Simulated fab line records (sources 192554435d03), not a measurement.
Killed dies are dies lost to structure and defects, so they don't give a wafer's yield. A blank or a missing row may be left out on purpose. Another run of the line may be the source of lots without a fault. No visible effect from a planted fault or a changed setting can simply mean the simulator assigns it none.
The tool behind it: which one?	flow n5Finfet	32 wafers sampled from 11 lots at 1 step of a route of 1938

## WHAT THE GAUGES SHOWED, per wafer
N5_BEOL_M10_CD_MEAS_35 targets a cd of 70 nm.
lot	measured	on	cdNm (nm)
L491	day 10 04:30	cdSem-03	68.9 69.2 69.9
L492	day 10 16:06	cdSem-02	69.8 69.8 69.4
L496	day 11 09:13	cdSem-02	69.9 69.9 69.8
L497	day 11 12:07	cdSem-02	69.2 69.2 69.4
L498	day 12 07:35	cdSem-03	68.8 70.6 70.2
L500	day 12 15:02	cdSem-02	70.3 69.6 69.5
L501	day 12 15:32	cdSem-02	70.3 70.1 70.3
L503	day 12 18:23	cdSem-02	70.1 69.5 69.8
L502	day 12 22:35	cdSem-03	70.6 69.8 70.5
L505	day 13 20:32	cdSem-01	70.4 70.7 70.4
L507	day 14 18:29	cdSem-03	69.0 69.7

## EACH LOT AND THE TOOL THAT RAN IT (in order: tool; ch and the chambers of the sampled wafers; start)
Record: no process step prior to these readings.

## WHAT THE TOOLS THEMSELVES READ (means of the sampled wafers that have a number; where no wafer has one, the mark that the record gives instead)
The record holds no such reading with a usual standard deviation.

## THE ANSWER, worked out from the rows above alone
Rule: the usual values come from the lots themselves. Put in order of their means at a reading, lots are off if they are a third of the lots or fewer, leave a main group of 4 or more, and stand apart from it by a gap of 3 or more times the standard deviation of the main group's means; of several such gaps the widest counts. Not used: any main group whose means are identical at the precision the tables above print for the reading. A lot without any number at a reading at which 4 lots or more have one is off too. All remaining lots with rows at the step are treated as sound. Order of review: gauges by route order, followed by the tools' own readings, for which a lot's mean as printed above is used. The first step at which some lot is off is used, and at that step the reading that is off furthest; a lot without a number counts as furthest.
None of the lots is off at any reading shown; this tells nothing.

## WHAT THE SIMULATOR PUT IN
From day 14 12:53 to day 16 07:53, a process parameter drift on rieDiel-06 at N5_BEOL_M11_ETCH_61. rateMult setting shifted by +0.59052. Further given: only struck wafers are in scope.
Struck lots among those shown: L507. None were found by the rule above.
